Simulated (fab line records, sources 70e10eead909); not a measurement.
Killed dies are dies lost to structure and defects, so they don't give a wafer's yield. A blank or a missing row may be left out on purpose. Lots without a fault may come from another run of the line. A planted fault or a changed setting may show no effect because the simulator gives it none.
fab line records | flow nand_harc
record lots=6 wafers=18 last_day=24
route steps=1159 shown P_GATE@205 P_CONTACT@217
lots that met no fault: from a run of the same line without faults
start_h: hours from the record's first day to the start of the lot's first wafer shown | wait_h: hours since the lot's step before | " the same as in the row above | L1.1+2: a row that stands for several wafers | - no value, or no start given | * or withheld: withheld | < > ~ a bound
route shown NAME@n: a module of which the file shows steps, and the number in the route of the first | usual: mean/standard deviation of fault-free wafers | same: alike in all rows | chamber/n: place in a boat | sites: the reading at each site | _std_site: their standard deviation | _edge_site: outer sites' mean less inner sites' | radius_mm: how far each site lies from the wafer's centre | mask NAME#n: copy n | behind: the tool/chamber that last shaped the wafer | hold: why the lot was held/for how many hours/how that ended | device: the transistor (n, p or np) that didn't switch | end of line: the same wafers' tests at the end of the route | a step without rows: its recipe alone | killed: dies lost to structure and defects at the first sort, not the wafer's yield | map: a wafer's dies, x killed, . not, _ none there
set.NAME: the setting as run; set.NAME@STEP: as run at that earlier step | model.NAME: the simulator's own value behind a step, which no gauge read
lots at some steps of the route; a table a step, a row a wafer
services: from which hour (start_h, from the record's first day; less than 0 if before it) a tool's chamber was out of use, for how many hours, and why
## steps
# step NHARC_P_GATE_STRIP_95
# recipe power_w=1500 temp_c=250 chemistry=O2
# usual drypump_motor_current_A=5.3/0.37 heater_power_w=370/30
# columns lot.wafer tool chamber start_h wait_h drypump_motor_current_A heater_power_w rf_hours_counter_h
L663.2 plasma_asher-01 0 119.53 0.6 5.1 386 3
L663.1 " 1 " " 5.9 328 3
L663.3 " 0 " " 5.1 369 -
L664.2 plasma_asher-02 1 120.69 0.5 5.0 404 35
L664.4 " 0 " " 5.3 374 -
L664.5 " 0 " " 5.3 364 -
L675.1 plasma_asher-01 0 186.98 0.5 5.1 370 29
L675.4 " 0 " " 5.1 376 -
L675.5 " 1 " " 6.0 324 -
L681.1 plasma_asher-01 1 216.62 0.5 5.9 328 40
L681.4 " 1 " " 5.9 333 -
L681.5 " 1 " " 5.9 333 -
L682.1 plasma_asher-02 1 227.29 0.6 5.0 417 11
L682.2 " 0 " " 5.3 360 11
L682.4 " 1 " " 5.0 410 -
L684.3 plasma_asher-02 0 239.59 0.4 5.3 357 -
L684.6 " 0 " " 5.3 366 -
L684.5 " 1 " " 5.0 405 -
# step NHARC_P_GATE_STRIP_96
# recipe time_s=900 temp_c=130 chemistry=SPM
# step NHARC_P_GATE_RTA_64
# recipe temp_c=1050 time_s=1
# usual anneal_temp_c_max=1054.1/0.7 lamp_power_pct=31.90/0.21 lamp_zone_7_pct=32.29/0.22 wafer_temp_C_max=1055.2/1.7
# columns lot.wafer tool chamber start_h wait_h anneal_temp_c_max lamp_power_pct lamp_zone_7_pct wafer_temp_C_max
L663.1 rtp_anneal-02 0 120.09 - 1054.5 32.10 32.55 1058.6
L663.2 " 0 " " 1053.6 32.09 32.51 1055.4
L663.3 " 0 " " 1055.2 32.04 32.53 1056.8
L664.2 rtp_anneal-02 0 121.39 - 1052.8 32.05 32.48 1055.0
L664.4 " 0 " " 1054.5 32.13 32.54 1054.9
L664.5 " 0 " " 1053.8 32.07 32.45 1056.8
L675.1 rtp_anneal-01 0 187.74 - 1054.7 31.66 32.01 1053.6
L675.4 " 0 " " 1055.4 31.65 32.03 1053.3
L675.5 " 0 " " 1053.7 31.69 32.03 1053.5
L681.1 rtp_anneal-01 0 217.41 - 1054.8 31.55 32.09 1053.9
L681.4 " 0 " " 1053.8 31.59 31.98 1052.8
L681.5 " 0 " " 1054.1 31.67 32.02 1054.7
L682.1 rtp_anneal-01 0 227.86 - 1054.7 31.72 32.12 1054.0
L682.2 " 0 " " 1054.5 31.67 32.13 1054.1
L682.4 " 0 " " 1054.5 31.69 32.07 1054.2
L684.3 rtp_anneal-02 0 240.19 - 1054.3 32.10 32.52 1055.5
L684.5 " 0 " " 1054.1 32.13 32.49 1058.5
L684.6 " 0 " " 1052.9 32.10 32.48 1056.6
# step NHARC_P_GATE_ETCH_77
# recipe target_depth_a=60 chemistry=dHF material=SiO2
# step NHARC_P_GATE_DEGAS_109
# recipe temp_c=300 time_s=60
# usual heater_power_w=470/54
# columns lot.wafer tool chamber start_h wait_h heater_power_w
L663.1 pvd_sputter-03 - 120.41 0.1 406
L663.3 " - " " 425
L663.2 " - " " 433
L664.2 pvd_sputter-02 - 121.68 0.1 398
L664.4 " - " " 478
L664.5 " - " " 397
L675.4 pvd_sputter-03 - 188.04 0.1 424
L675.1 " - " " 413
L675.5 " - " " 423
L681.1 pvd_sputter-01 - 217.72 0.1 532
L681.4 " - " " 436
L681.5 " - " " 522
L682.1 pvd_sputter-03 - 228.16 0.1 416
L682.4 " - " " 418
L682.2 " - " " 426
L684.3 pvd_sputter-01 - 240.44 0.1 443
L684.5 " - " " 450
L684.6 " - " " 509
# step NHARC_P_GATE_PRE_CLEAN_110
# recipe time_s=30 bias_v=200 gas=Ar
# step NHARC_P_GATE_SPUTTER_78
# recipe target_thk_a=100 material=Ni
# step NHARC_P_GATE_SPUTTER_79
# recipe target_thk_a=100 material=TiN
# step NHARC_P_GATE_RTA_80
# recipe temp_c=300 time_s=30
# usual anneal_temp_c_max=301.15/0.27 lamp_zone_7_pct=1.994/0.014 wafer_temp_C_max=301.5/0.53
# columns lot.wafer tool chamber start_h wait_h anneal_temp_c_max lamp_zone_7_pct wafer_temp_C_max
L663.1 rtp_anneal-02 0 120.70 - 301.26 2.009 301.6
L663.2 " 0 " " 301.23 2.011 301.4
L663.3 " 0 " " 301.16 2.012 301.6
L664.2 rtp_anneal-02 0 122.00 - 301.17 2.004 301.6
L664.4 " 0 " " 301.00 2.006 301.9
L664.5 " 0 " " 301.04 2.003 301.9
L675.1 rtp_anneal-02 0 188.34 - 301.35 2.005 302.1
L675.4 " 0 " " 301.32 2.003 301.7
L675.5 " 0 " " 301.53 2.004 302.2
L681.1 rtp_anneal-02 0 218.01 - 301.36 2.003 302.6
L681.4 " 0 " " 301.07 2.005 302.3
L681.5 " 0 " " 301.59 2.006 302.3
L682.1 rtp_anneal-02 0 228.46 - 300.90 2.002 301.3
L682.2 " 0 " " 300.84 2.005 301.6
L682.4 " 0 " " 301.07 2.007 301.5
L684.3 rtp_anneal-02 0 240.80 - 301.04 2.006 301.9
L684.5 " 0 " " 301.39 2.003 302.0
L684.6 " 0 " " 301.02 2.002 301.3
# step NHARC_P_GATE_STRIP_67
# recipe time_s=600 temp_c=130 chemistry=SPM
# step NHARC_P_GATE_RTA_82
# recipe temp_c=450 time_s=30
# step NHARC_P_GATE_INSPECT_68
# usual raw_defect_count=213/75
# columns lot.wafer tool chamber start_h wait_h raw_defect_count
L663.1 defect_inspect-02 - 121.39 0.2 439
L663.2 " - " " 244
L663.3 " - " " 152
L664.2 defect_inspect-02 - 122.73 0.1 119
L664.4 " - " " 262
L664.5 " - " " 141
L675.1 defect_inspect-02 - 189.01 0.2 391
L675.4 " - " " 202
L675.5 " - " " 366
L681.1 defect_inspect-02 - 218.67 0.2 235
L681.4 " - " " 148
L681.5 " - " " 260
L682.1 defect_inspect-01 - 229.49 0.2 93
L682.2 " - " " 291
L682.4 " - " " 102
L684.3 defect_inspect-01 - 241.40 0.1 220
L684.5 " - " " 168
L684.6 " - " " 134
# step NHARC_P_CONTACT_DEP_30
# recipe target_thk_a=300 temp_c=400 target_thk_nm=30 flow_sccm=200 rf_w=450 material=SiNx
# usual heater_power_w=739/64
# columns lot.wafer tool chamber start_h wait_h heater_power_w
L663.1 pecvd-02 1 121.55 0.2 777
L663.2 " 2 " " 777
L663.3 " 0 " " 816
L663.1 pecvd-02 1 122.02 - 777
L663.2 " 2 " " 798
L663.3 " 0 " " 831
L664.2 pecvd-02 0 122.87 0.1 872
L664.5 " 2 " " 775
L664.4 " 0 " " 867
L664.2 pecvd-02 0 124.11 - 848
L664.5 " 2 " " 762
L664.4 " 0 " " 878
L675.1 pecvd-01 2 189.11 0.1 835
L675.5 " 1 " " 693
L675.4 " 0 " " 760
L681.1 pecvd-02 0 219.07 0.4 850
L681.4 " 0 " " 830
L681.5 " 2 " " 714
L682.1 pecvd-02 0 229.60 0.1 837
L682.2 " 1 " " 772
L682.4 " 2 " " 658
L684.3 pecvd-03 0 241.47 0.1 685
L684.6 " 1 " " 644
L684.5 " 2 " " 675
# step NHARC_P_CONTACT_DEP_00
# recipe target_thk_a=5000 temp_c=400 pressure_torr=6.5 rf_w=900 teos_flow_sccm=161.4 flow_sccm=2650 target_thk_nm=500 gas=O2 material=SiO2
# usual heater_power_w=577/72 throttle_valve_pct=15.9/0.75
# columns lot.wafer tool chamber start_h wait_h heater_power_w throttle_valve_pct
L663.1 pecvd-02 1 - - 476 16.6
L663.2 " 2 " " 639 16.5
L663.3 " 0 " " 698 16.9
L664.2 pecvd-02 0 - - 684 17.2
L664.5 " 2 " " 608 16.6
L664.4 " 0 " " 710 16.9
L675.1 pecvd-01 2 - - 690 16.8
L675.5 " 1 " " 607 15.6
L675.4 " 0 " " 571 14.7
L681.1 pecvd-02 0 - - 683 17.0
L681.4 " 0 " " 699 17.3
L681.5 " 2 " " 508 15.8
L682.1 pecvd-02 0 - - 643 17.0
L682.2 " 1 " " 636 15.6
L682.4 " 2 " " 606 16.0
L684.3 pecvd-03 0 - - 583 15.8
L684.6 " 1 " " 584 16.2
L684.5 " 2 " " 486 15.2
## services
# columns tool chamber start_h hours kind
rtp_anneal-02 - 96.19 1.3 repair
pecvd-02 1 98.00 5.1 repair
plasma_asher-01 - 99.00 9.0 pm
plasma_asher-01 0 99.00 9.0 vent_cycle
plasma_asher-01 1 99.00 9.0 vent_cycle
pvd_sputter-03 - 102.00 10.0 pm
pecvd-03 - 111.08 13.0 pm
plasma_asher-02 - 138.19 2.9 repair
pecvd-02 - 153.07 13.0 pm
pecvd-02 0 153.07 13.0 vent_cycle
pecvd-02 1 153.07 13.0 vent_cycle
pecvd-02 2 153.07 13.0 vent_cycle
pvd_sputter-02 - 156.62 3.6 repair
pecvd-03 - 159.02 0.9 repair
pvd_sputter-01 - 162.10 10.0 pm
pecvd-02 0 166.07 - clean
pecvd-02 1 166.07 - clean
pecvd-02 2 166.07 - clean
pvd_sputter-01 - 180.76 0.5 repair
pecvd-03 1 182.79 6.5 repair
plasma_asher-02 - 183.25 9.0 pm
pvd_sputter-02 - 214.00 10.0 pm
plasma_asher-01 - 218.73 0.5 repair
pecvd-01 - 237.18 13.0 pm
## key
first_sign step=NHARC_P_CONTACT_DEP_30 reading=visit direction=added
effect none on later readings
met_at NHARC_P_CONTACT_DEP_30
struck_wafers L663.1,L663.2,L663.3,L664.2,L664.4,L664.5
sort_left_out L663.1,L663.2,L663.3,L664.2,L664.4,L664.5
tester_left_out L663,L664
fault kind=repeated_step_whole tool=pecvd-01,pecvd-02,pecvd-03 chamber=- onset_h=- steps=NHARC_P_CONTACT_DEP_30 times=1 scope=struck_lots_only
# tester_left_out: of these lots the tester's yield and bins aren't shown, on N5 and GAA mostly nor the transistor test; their killed dies are dies lost to structure and defects alone, not to doping, threshold or leakage, so they don't give the yield
# sort_left_out: the simulated sort isn't trusted on such a fault, so these wafers' sort isn't shown, and their yield isn't known
